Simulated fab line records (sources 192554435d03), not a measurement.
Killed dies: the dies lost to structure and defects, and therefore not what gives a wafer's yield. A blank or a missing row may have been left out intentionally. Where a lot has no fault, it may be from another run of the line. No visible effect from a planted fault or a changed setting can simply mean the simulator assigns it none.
Problem report in the 8D (eight disciplines) form, filled by code :: flow n5Finfet :: the parts of the form that need people (team, actions taken, sign-off) are left out

1. WHAT WENT WRONG
barrierFieldEndpointS at N5_BEOL_M4_CMP_52 reads a mean of 13.9 s on 3 wafers of 2 lots; wafers without a fault read 24.9 s with a standard deviation of 0.59. Relative to the usual mean, that is a shift of -19 standard deviations.
The step: polishes, stops on SiOC, t overpolish 6.8 s, target thk 40 nm.
Earliest sighting: wafer L622.2 on cmp-04 at day 10 16:49. Wafers with a number at this step in the record: 36, from 12 lots. By rule, "out" or "out of limits" means more than 4 standard deviations away from the usual mean. All remaining wafers that have a number are taken as sound.

2. WHAT THIS IS AND IS NOT
question: which readings at this step
is: barrierFieldEndpointS, timeToEndpointS
is not: motorCurrentA, overpolishRunS

question: which lots
is: L622, L624
is not: L612, L615, L616, L617, L618, L619, L620, L621, L626, L631

question: which wafers of those lots
is: L622.2, L624.2, L624.5
is not: L622.1, L622.3, L624.3

question: read on which tools
is: cmp-04
is not: cmp-01, cmp-02

question: when
is: from day 10 16:49
is not: up to then (26 sound wafers); but 7 sound wafers of L624, L626, L631 came after

3. SUSPECTS, AND WHAT RULES EACH OUT
Counting: any tool at a process step up to the reading remains a suspect provided it ran every lot that is out. Sound lots after the first of them don't rule it out here, since some wafers of a struck lot are sound.
- rtpAnneal-01 at N5_BEOL_M4_ANNEAL_51 (time 90 s): kept. It processed each lot that is out (first: L622, day 10 16:31); up to then, its last sound lot is L621 (day 10 09:47).
- cmp-04 at N5_BEOL_M4_CMP_52 (polishes, stops on SiOC, t overpolish 6.8 s, target thk 40 nm): kept. It processed each lot that is out (first: L622, day 10 16:49); up to then, its last sound lot is L621 (day 10 10:11). Its own barrierFieldEndpointS, timeToEndpointS readings are out on those wafers.
- At N5_BEOL_M4_CMP_52, inside cmp-04: chamber 1 took the wafers that are out, while their sound lot-mates went through chambers 0, 2, 3.
After counting, rtpAnneal-01 at N5_BEOL_M4_ANNEAL_51 and cmp-04 at N5_BEOL_M4_CMP_52 remain.

4. THE CAUSE (what the simulator had put in)
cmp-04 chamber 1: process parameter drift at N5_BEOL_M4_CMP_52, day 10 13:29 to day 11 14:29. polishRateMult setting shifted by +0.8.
After counting, 2 suspects remain, this tool included.

5. SEQUENCE OF EFFECTS, ordered by route
Each row: a reading where the mean over the struck wafers with a number is more than 3 standard deviations away from the usual. Only readings whose record carries a usual standard deviation are examined. hours: median over the lots of the time between each lot's start at the first step of this table that gives one and its start at this step. sigmas: the change, counted in usual standard deviations.
hours: 0
step: N5_BEOL_M4_CMP_52
reading: barrierFieldEndpointS
usual: 24.9 s
on struck wafers: 13.9
change: -11.0
sigmas: -19

hours: 0
step: N5_BEOL_M4_CMP_52
reading: timeToEndpointS
usual: 62.5 s
on struck wafers: 37.6
change: -24.9
sigmas: -10

hours: 99
step: N5_PASSIVATION_PROBE_49
reading: sort_bin_8_speed
usual: 0.00 %
on struck wafers: 0.03
change: +0.03
sigmas: +3.8
Its process steps:
- N5_BEOL_M4_CMP_52: polishes, stops on SiOC, t overpolish 6.8 s, target thk 40 nm.
- N5_PASSIVATION_PROBE_49

6. WHAT WOULD HAVE CAUGHT IT SOONER
In this record the first reading out of limits was taken at day 10 16:49, 3 hours after the fault began at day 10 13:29.
